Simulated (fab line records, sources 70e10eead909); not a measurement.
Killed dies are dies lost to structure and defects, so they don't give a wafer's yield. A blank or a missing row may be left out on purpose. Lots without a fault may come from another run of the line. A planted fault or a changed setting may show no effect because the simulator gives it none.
Problem report in the 8D (eight disciplines) form, filled by code | flow nand_harc | the parts of the form that need people (team, actions taken, sign-off) are left out

1. THE PROBLEM
thk_nm at NHARC_A_ONON_D1_THK_MEAS_02 reads a mean of 712 nm on 1 wafer of 1 lot; wafers without a fault read 1002 nm with a standard deviation of 11. That is -26 standard deviations from the usual mean.
The step: measures by ellipsometry.
First seen on wafer L107.2, day 12 03:17, on film_metro-02. The record holds 38 wafers of 13 lots with a number at this step. Rule for "out", or "out of limits": more than 4 standard deviations from the usual mean. The other wafers with a number count as sound.

2. WHAT IT IS AND WHAT IT IS NOT
question                    | is                | is not
which readings at this step | thk_nm            | -
which lots                  | L107              | L100, L101, L103, L104, L105, L115, L116, L117, L118, L119, L997, L999
which wafers of those lots  | L107.2            | L107.1
read on which gauges        | film_metro-02     | film_metro-01
when                        | from day 12 03:17 | up to then (22 sound wafers); but 15 sound wafers of L115, L116, L117, L118, L119 came after

3. SUSPECTS, AND WHAT RULES EACH OUT
Counting: a tool at a process step up to the reading stays a suspect if it ran every lot that is out. Sound lots after the first of them don't rule it out here, since some wafers of a struck lot are sound.
- the gauge at NHARC_A_ONON_D1_THK_MEAS_02: kept. All the wafers that are out were read on film_metro-02, and no step on other tools shows them out.
- rie_diel-04 at NHARC_P_BONDPAD_ETCH_24 (etches the open film in CF4/N2, target depth 30 nm, time 72.99 s): kept. It ran the lot that is out, L107 (day 11 01:27). NHARC_P_BONDPAD_ETCH_24 gives no start for some lots, so the hours and the order of its lots are those of NHARC_P_BONDPAD_CMP_19.
- cmp-02 at NHARC_P_BONDPAD_CMP_19 (polishes, t overpolish 30 s, cu recess touch 16 s, target thk 160.81 nm): kept. It ran the lot that is out, L107 (day 11 01:27); its last sound lot up to then is L104 (day 9 16:53).
- pecvd_onon-03 at NHARC_A_ONON_D1_DEP_00 (target thk 1000 nm): kept. It ran the lot that is out, L107 (day 12 02:46); its last sound lot up to then is L105 (day 11 02:56).
- Within rie_diel-04 at NHARC_P_BONDPAD_ETCH_24: the wafers that are out ran in chamber 0; their sound lot-mates ran in chamber 2.
- Within cmp-02 at NHARC_P_BONDPAD_CMP_19: the wafers that are out ran in chamber 0; their sound lot-mates ran in chamber 1.
Left after counting: rie_diel-04 at NHARC_P_BONDPAD_ETCH_24, cmp-02 at NHARC_P_BONDPAD_CMP_19, pecvd_onon-03 at NHARC_A_ONON_D1_DEP_00, film_metro-02 at NHARC_A_ONON_D1_THK_MEAS_02.

4. THE CAUSE (what the simulator had put in)
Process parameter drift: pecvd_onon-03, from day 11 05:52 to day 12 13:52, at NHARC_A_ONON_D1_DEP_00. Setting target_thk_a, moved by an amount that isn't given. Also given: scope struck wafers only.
Counting left 4 suspects, and this tool is among them.

5. THE CHAIN OF EFFECTS, in route order
Each row: a reading whose mean over the struck wafers that have a number lies more than 3 standard deviations from the usual. Only readings for which the record gives a usual standard deviation are gone through. hours: the time from each lot's start at the first step in this table that gives one to its start at this step, as a median over the lots. sigmas: the change in usual standard deviations.
hours | step                        | reading | usual   | on struck wafers | change | sigmas
0     | NHARC_A_ONON_D1_THK_MEAS_02 | thk_nm  | 1002 nm | 712              | -290   | -26

6. WHAT WOULD HAVE CAUGHT IT SOONER
In this record the first reading out of limits at a measuring or inspecting step was taken at day 12 03:17, 21 hours after the fault began at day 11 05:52.
Of the tool readings at NHARC_A_ONON_D1_DEP_00 for which the record gives a usual standard deviation, none was out on any struck wafer, so an alarm limit of 4 standard deviations on them would not have fired.
All the lots that are out (1) had begun NHARC_A_ONON_D1_DEP_00 on pecvd_onon-03 by day 12 03:17. A hold on the tool at that time would have spared none of them.
